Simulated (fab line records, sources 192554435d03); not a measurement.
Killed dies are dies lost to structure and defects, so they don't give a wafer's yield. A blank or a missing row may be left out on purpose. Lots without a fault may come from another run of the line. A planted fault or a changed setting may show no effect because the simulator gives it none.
Split-lot experiment | flow n5_finfet | 7 lots, 21 wafers read, on a route of 1938 steps

THE SPLIT
At N5_DUMMY_GATE_CVD_03 (deposits a-Si from SiH4, target thk 150 nm, time 8042 s), the setting temp_c was moved away from the recipe's 530 C on 15 of the 21 wafers read, by -4.3% to +3.2%. The other wafers ran this setting at the recipe's value.

The reading is taken at the split's own step.

THE READING
a-Si_of_DUMMY_GATE_CVD_03.thk_nm (the simulator's own value, which no gauge read), in nm, at N5_DUMMY_GATE_CVD_03 (deposits a-Si from SiH4, target thk 150 nm, time 8042 s). The file gives no usual value for it. The 6 wafers here that ran the recipe average 150.6 nm, standard deviation 0.88 nm.

wafer  | tool, chamber at the split | temp_c as run, C | against the recipe | a-Si_of_DUMMY_GATE_CVD_03.thk_nm, nm | against lot-mates on the recipe
L076.2 | -, -                       | 512.7            | -3.3%              | 93.2                                 | no lot-mate on the recipe
L076.4 | -, -                       | 512.7            | -3.3%              | 92.2                                 | no lot-mate on the recipe
L076.6 | -, -                       | 512.7            | -3.3%              | 92.2                                 | no lot-mate on the recipe
L083.1 | -, -                       | 507              | -4.3%              | 77                                   | no lot-mate on the recipe
L083.4 | -, -                       | 507              | -4.3%              | 76.8                                 | no lot-mate on the recipe
L083.5 | -, -                       | 507              | -4.3%              | 78                                   | no lot-mate on the recipe
L085.1 | lpcvd-02, 1/90             | 530              | recipe             | 150                                  | -
L085.5 | lpcvd-02, 1/109            | 530              | recipe             | 150.6                                | -
L085.6 | lpcvd-02, 1/114            | 530              | recipe             | 149.6                                | -
L086.2 | -, -                       | 530              | recipe             | 151.2                                | -
L086.3 | -, -                       | 530              | recipe             | 150                                  | -
L086.6 | -, -                       | 530              | recipe             | 152.2                                | -
L088.2 | -, -                       | 539.5            | +1.8%              | 193.4                                | no lot-mate on the recipe
L088.3 | -, -                       | 539.5            | +1.8%              | 192.2                                | no lot-mate on the recipe
L088.4 | -, -                       | 539.5            | +1.8%              | 192.6                                | no lot-mate on the recipe
L089.2 | -, -                       | 513.7            | -3.1%              | 93.4                                 | no lot-mate on the recipe
L089.4 | -, -                       | 513.7            | -3.1%              | 94.2                                 | no lot-mate on the recipe
L089.6 | -, -                       | 513.7            | -3.1%              | 94                                   | no lot-mate on the recipe
L096.1 | -, -                       | 547.2            | +3.2%              | 238.6                                | no lot-mate on the recipe
L096.6 | -, -                       | 547.2            | +3.2%              | 238.6                                | no lot-mate on the recipe
L096.2 | -, -                       | 547.2            | +3.2%              | 239.6                                | no lot-mate on the recipe

THE FIT
A straight line over all 21 wafers: a-Si_of_DUMMY_GATE_CVD_03.thk_nm changes by +20.7 nm for each +1% of temp_c; r = +0.99; the points scatter about the line by 7.8 nm.
Too few moved wafers have a lot-mate on the recipe to fit a line with each lot's own level taken away.

THE FILE'S OWN FIT
a-Si_of_DUMMY_GATE_CVD_03.thk_nm changes by +20.7 nm for each +1% of temp_c, r = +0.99.
